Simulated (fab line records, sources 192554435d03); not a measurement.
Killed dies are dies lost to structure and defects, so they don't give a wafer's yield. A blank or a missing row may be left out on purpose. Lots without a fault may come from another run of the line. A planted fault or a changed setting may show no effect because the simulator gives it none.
Chamber matching | flow n5_finfet | N5_BEOL_M6_DESCUM_16 on rie_diel-06: 4 sister chambers
The step chemistry O2, time 7.9 s. 4 wafers are shown with their chamber, then 7 later ones without.

WAFERS WITH THEIR CHAMBER
wafer  | chamber | throttle_valve_pct (%)
L085.2 | 3       | 20.64
L085.5 | 0       | 20.68
L087.2 | 1       | 19.99
L087.5 | 2       | 20.25

WAFERS WITHOUT THEIR CHAMBER
wafer  | throttle_valve_pct (%)
L087.6 | 20.69
L094.2 | 20.73
L094.3 | 20.02
L094.5 | 20.66
L093.1 | 20.73
L093.2 | 20.28
L093.5 | 20.74

WHICH CHAMBER EACH WENT THROUGH
wafer  | from the rows above     | in truth
L087.6 | can't be placed: 0 or 3 | 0
L094.2 | can't be placed: 0 or 3 | 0
L094.3 | 1                       | 1
L094.5 | can't be placed: 0 or 3 | 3
L093.1 | can't be placed: 0 or 3 | 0
L093.2 | 2                       | 2
L093.5 | can't be placed: 0 or 3 | 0
Placed correctly: 2 of 7. Can't be placed from these rows: 5 (the true chamber is among the candidates in 5). Placed wrongly: 0.
How it was worked out, from the rows above alone: a wafer's distance from a chamber is the root of the sum, over the readings, of the square of ((its reading less the chamber's mean) divided by the reading's scatter). The wafer belongs to the nearest chamber; if the next one is less than 2 further off, it can't be placed. A chamber's mean is the mean of its shown wafers. The scatter: with one shown wafer a chamber, the root of the mean of the squares of how far each hidden wafer lies from its nearest shown one.
